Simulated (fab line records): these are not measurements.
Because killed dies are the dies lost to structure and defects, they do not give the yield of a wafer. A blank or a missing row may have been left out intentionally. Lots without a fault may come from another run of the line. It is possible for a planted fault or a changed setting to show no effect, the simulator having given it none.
Chamber matching | flow n5Finfet | N5_BEOL_M4_ETCHBACK_99 on rieDiel-02 has 4 sister chambers
The step etches SiO2 in CHF3, target depth 5 nm, time 10.4 s. 4 wafers are shown with their chamber, then 9 later ones without.

## WAFERS WITH THEIR CHAMBER
wafer  | chamber | drypumpMotorCurrentA (A)
L090.1 | 2       | 5.0
L091.3 | 3       | 4.9
L091.4 | 0       | 5.6
L091.6 | 1       | 5.3

## WAFERS WHOSE CHAMBER IS MISSING
wafer  | drypumpMotorCurrentA (A)
L092.1 | 5.3
L092.3 | 4.9
L092.6 | 5.4
L095.2 | 4.9
L095.3 | 5.4
L095.6 | 5.6
L096.1 | 4.9
L096.3 | 5.6
L096.5 | 4.9

## THE CHAMBER EACH PASSED THROUGH
wafer  | from the rows above | in truth
L092.1 | 1                   | 1
L092.3 | 3                   | 3
L092.6 | 1                   | 1
L095.2 | 3                   | 3
L095.3 | 1                   | 1
L095.6 | 0                   | 0
L096.1 | 3                   | 3
L096.3 | 0                   | 0
L096.5 | 3                   | 3
Correctly placed: 9 of 9. Number that these rows cannot place: 0. Placed wrongly: 0.
How it was worked out, from the rows above alone: a wafer's distance from a chamber is the root of the sum, over the readings, of the square of ((its reading less the chamber's mean) divided by the reading's scatter). If the next closest chamber is less than 2 further off than the closest, the wafer can't be placed; otherwise it belongs to the closest. The mean given for a chamber averages the wafers shown for that chamber. The scatter (one wafer shown for each chamber): square how far every hidden wafer sits from the nearest shown wafer, average those squares and take the square root.
